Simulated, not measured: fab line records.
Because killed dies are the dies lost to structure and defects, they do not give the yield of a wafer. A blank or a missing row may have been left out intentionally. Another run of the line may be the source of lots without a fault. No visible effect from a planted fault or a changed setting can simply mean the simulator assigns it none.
Struck lot and sound lot, side by side | flow n5-finfet | 26 steps out of a route of 1938
Sound: the wafers L916.1, L916.2, L916.6. Wafers L910.1, L910.3, L910.6 were the ones struck. The cause is named last.
Per side, at each step with rows, come the tool, then ch with its chambers, and then its first start. Under that, the readings that differ: sound wafers | struck wafers | difference of the means | sigmas: that difference in standard deviations of wafers without a fault.
alike: a reading whose means differ by less than 2 such deviations, as well as words and numbers matching on both sides. not compared: withheld readings; readings where some wafer has no value; bounds like >300 that might hide an equal value; numbers whose values overlap and for which the record gives no deviation.
The two part at a step that has a row with sigmas, a row that says differs or no value, or rows on one side only. Numbers that don't overlap but have no deviation are shown without sigmas and don't part them. Lack of a reading on every wafer of one side parts them only where that side has two or more wafers.

N5_GATE_CUT_ETCH_58: etches SiNx in CH3F/O2, target depth 17 nm, time 128.6 s.
  sound on rie-diel-03 ch 0,3, day 8 08:41; struck on rie-diel-04 ch 0,1, day 7 02:55
  reading                | sound             | struck            | difference | sigmas
  throttle-valve-pct (%) | 16.19 15.96 16.18 | 16.63 16.47 16.66 | +0.48      | +2
  alike: CH3F_flow_sccm, drypump-motor-current-A, oes-product-au, rf-vpp-V, showerhead-plenum-p-Torr
  not compared: rf-hours-counter-h
then, 4 steps without rows for these wafers: N5_GATE_CUT_STRIP_59 (strips in N2/H2, time 20 s); N5_GATE_CUT_PRECLEAN_31 (cleans in DIW, time 300 s); N5_GATE_CUT_SRD_32 (time 30 s); N5_GATE_CUT_SAC_CAP_01 (material SiNx, target thk 24 nm, pulse time 1 s, ald cycles 480).
N5_GATE_CUT_PECVD_57: deposits SiNx from SiH4/NH3/N2, target thk 21 nm.
  sound on pecvd-03 ch 0,1,2, day 8 11:14; struck on pecvd-03 ch 1,2, day 7 05:25
  alike: heater-power-w, showerhead-plenum-p-Torr, throttle-valve-pct
N5_GATE_CUT_CMP_02: polishes, stops on SiO2, t overpolish 12.7 s, target thk 0 nm.
  sound on cmp-01 ch 0,2,3, day 8 11:20; struck on cmp-02 ch 1,2, day 7 05:30
  reading                | sound          | struck         | difference | sigmas
  time-to-endpoint-s (s) | 28.7 29.9 26.8 | 22.5 24.5 23.0 | -5.1       | -2
  alike: head-pressure-psi, motor-current-A, overpolish-run-s
then, 4 steps without rows for these wafers: N5_GATE_CUT_HM_DEP_46 (deposits SiO2 from TEOS/O2, target thk 130 nm, time 26.6 s); N5_GATE_CUT_COAT_34 (time 60 s, resist thk 60 nm); N5_GATE_CUT_COAT_35 (time 60 s, resist thk 10 nm); N5_GATE_CUT_COAT_27 (time 60 s, resist thk 10 nm).
N5_GATE_CUT_COAT_07: resist thk 30 nm.
  sound on litho-track-04 ch 0, day 8 11:42; struck on litho-track-03 ch 0, day 7 05:54
  reading                                       | sound                | struck               | difference | sigmas
  spin-speed-rpm (rpm)                          | 1500.2 1499.4 1500.0 | 1539.6 1540.5 1542.0 | +40.8      | +34
  model.CAR-EUV_of_GATE_CUT_COAT_07.thk-nm (nm) | 30 30 30             | 29.8 29.8 29.8       | -0.2       |
  alike: chill-plate-temp-C
then, 5 steps without rows for these wafers: N5_GATE_CUT_EBR_09; N5_GATE_CUT_SOFTBAKE_08 (time 60 s); N5_GATE_CUT_EXPOSE_10 (exposes mask GATE CUT, target cd 20 nm); N5_GATE_CUT_PEB_11 (peb time 60 s); N5_GATE_CUT_DEVELOP_12 (develop time 30 s).
N5_GATE_CUT_CD_MEAS_13: the cd target is 20 nm.
  sound on cd-sem-03 ch 0, day 8 11:58; struck on cd-sem-02 ch 0, day 7 06:17
  alike: cd-nm
N5_GATE_CUT_OVL_MEAS_14:
  sound on overlay-01 ch 0, day 8 12:00; struck on overlay-02 ch 0, day 7 06:19
  alike: GATE_CUT_OVL
N5_GATE_CUT_INSPECT_15: inspects for defects (brightfield).
  sound on defect-inspect-01 at day 8 12:03; struck on defect-inspect-01 at day 7 06:23
  alike: raw-defect-count
then, 1 step without rows for these wafers: N5_GATE_CUT_DESCUM_18 (chemistry O2, time 7 s).
N5_GATE_CUT_ETCH_28: etches underlayer in N2/H2, target depth 13 nm, time 10.4 s.
  sound on rie-diel-01 ch 0,1, day 8 12:07; struck on rie-diel-01 ch 0,3, day 7 06:27
  alike: drypump-motor-current-A, etch-rf-on-time-s, h2-flow-sccm, oes-product-au, rf-vpp-V, showerhead-plenum-p-Torr, throttle-valve-pct
  not compared: rf-hours-counter-h
N5_GATE_CUT_ETCH_36: etches SiARC in CF4, target depth 13 nm, time 21.7 s.
  sound on rie-diel-01 ch 0,1, day 8 12:08; struck on rie-diel-01 ch 0,3, day 7 06:28
  reading                                       | sound       | struck      | difference | sigmas
  model.CAR-EUV_of_GATE_CUT_COAT_07.thk-nm (nm) | 6.8 6.8 6.8 | 6.6 6.6 6.6 | -0.2       |
  alike: drypump-motor-current-A, etch-rf-on-time-s, oes-product-au, rf-vpp-V, showerhead-plenum-p-Torr, throttle-valve-pct
  not compared: rf-hours-counter-h
N5_GATE_CUT_ETCH_37: etches SOC in N2/H2, target depth 60 nm, overetch 12 nm, time 90 s.
  sound on rie-diel-01 ch 0,1, day 8 12:10; struck on rie-diel-01 ch 0,3, day 7 06:30
  alike: drypump-motor-current-A, h2-flow-sccm, oes-product-au, rf-vpp-V, showerhead-plenum-p-Torr, throttle-valve-pct
  not compared: rf-hours-counter-h
-- here the record skips 4 days between the struck wafers' starts before and after, leaving off in module GATE_CUT and picking up in module BEOL_M4 (first step shown: number 1111 of the route) --
N5_BEOL_M4_RC_MEAS_101:
  sound on prober-01 ch 0, day 12 05:11; struck on prober-01 ch 0, day 11 03:49
  alike: DIBL_N, DIBL_P, IOFF_N, IOFF_P, ION_N, ION_P, SS_N, SS_P, VT_N, VT_P
-- the record jumps here: 4 days lie between the struck wafers' starts before and after (it left off in module BEOL_M4 and takes up again in module PASSIVATION, whose first step shown is number 1936 of the route) --
N5_PASSIVATION_PROBE_49:
  sound on prober-01 at day 16 13:23; struck on prober-01 at day 15 07:57
  reading                  | sound          | struck | difference | sigmas
  defect-limited-yield (%) | 93.6 92.5 93.1 | 88.6   | -4.5       | -3
  killed_at_M0_to_M3       | 22 22 15       | 50     | +30        | +4
  killed-dies              | 76 88 81       | 134    | +52        | +3
  killed-open              | 58 49 49       | 82     | +30        | +2
  killed-short             | 16 36 29       | 48     | +21        | +2
  sort_bin_5_function (%)  | 4.2 4.8 3.6    | 6.2    | +2.0       | +2
  sort_bin_6_memory (%)    | 2.1 2.2 2.9    | 4.7    | +2.3       | +3
  sort-n-pass              | 1104 1092 1099 | 1046   | -52        | -3
  sort-yield-pct (%)       | 93.6 92.5 93.1 | 88.6   | -4.5       | -3
  alike: killed_at_M4_up, killed-at-contacts, killed-at-front-end, killed-at-other

== WHERE THEY PART ==
Earliest at N5_GATE_CUT_ETCH_58; latest, in this record, at N5_PASSIVATION_PROBE_49.

WHY: what had been put in by the simulator
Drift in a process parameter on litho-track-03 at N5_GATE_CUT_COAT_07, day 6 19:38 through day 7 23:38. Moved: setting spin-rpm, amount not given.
